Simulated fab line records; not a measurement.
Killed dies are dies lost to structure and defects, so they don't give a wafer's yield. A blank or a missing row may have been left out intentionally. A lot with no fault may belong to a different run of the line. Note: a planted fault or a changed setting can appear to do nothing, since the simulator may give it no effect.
Matching of chambers || flow nand-harc || 4 sister chambers for NHARC_P_CONTACT_CMP_24 on cmp-03
The step polishes, t overpolish 30 s, target thk 200 nm. 4 wafers are shown with their chamber, then 8 later ones without.

## WAFERS WITH THEIR CHAMBER
{"wafer": "L083.3", "chamber": 1, "motor-current-A (A)": 10.8}
{"wafer": "L086.3", "chamber": 0, "motor-current-A (A)": 9.9}
{"wafer": "L086.5", "chamber": 2, "motor-current-A (A)": 11.6}
{"wafer": "L088.1", "chamber": 3, "motor-current-A (A)": 11.6}

## WAFERS WHOSE CHAMBER IS MISSING
{"wafer": "L088.4", "motor-current-A (A)": 11.1}
{"wafer": "L088.5", "motor-current-A (A)": 10.9}
{"wafer": "L095.1", "motor-current-A (A)": 11.4}
{"wafer": "L095.2", "motor-current-A (A)": 11.6}
{"wafer": "L095.5", "motor-current-A (A)": 10.1}
{"wafer": "L096.1", "motor-current-A (A)": 10.5}
{"wafer": "L096.2", "motor-current-A (A)": 12.0}
{"wafer": "L096.3", "motor-current-A (A)": 10.9}

## WHICH CHAMBER EACH WENT THROUGH
{"wafer": "L088.4", "from the rows above": "can't be placed: 1 or 2 or 3", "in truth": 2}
{"wafer": "L088.5", "from the rows above": 1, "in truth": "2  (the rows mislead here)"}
{"wafer": "L095.1", "from the rows above": "can't be placed: 2 or 3 or 1", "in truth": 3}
{"wafer": "L095.2", "from the rows above": "can't be placed: 2 or 3", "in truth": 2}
{"wafer": "L095.5", "from the rows above": 0, "in truth": 0}
{"wafer": "L096.1", "from the rows above": "can't be placed: 1 or 0", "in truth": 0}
{"wafer": "L096.2", "from the rows above": "can't be placed: 2 or 3", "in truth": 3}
{"wafer": "L096.3", "from the rows above": 1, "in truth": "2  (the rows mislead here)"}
Correct placement for 1 of the 8. Unplaceable from these rows: 5, with the true chamber sitting among the candidates in 5. Placed wrongly: 2.
How it was worked out, from the rows above alone: a wafer's distance from a chamber is the root of the sum, over the readings, of the square of ((its reading less the chamber's mean) divided by the reading's scatter). If the next closest chamber is less than 2 further off than the closest, the wafer can't be placed; otherwise it belongs to the closest. A chamber's mean is the mean of its shown wafers. The scatter (one wafer shown for each chamber): square how far every hidden wafer sits from the nearest shown wafer, average those squares and take the square root.
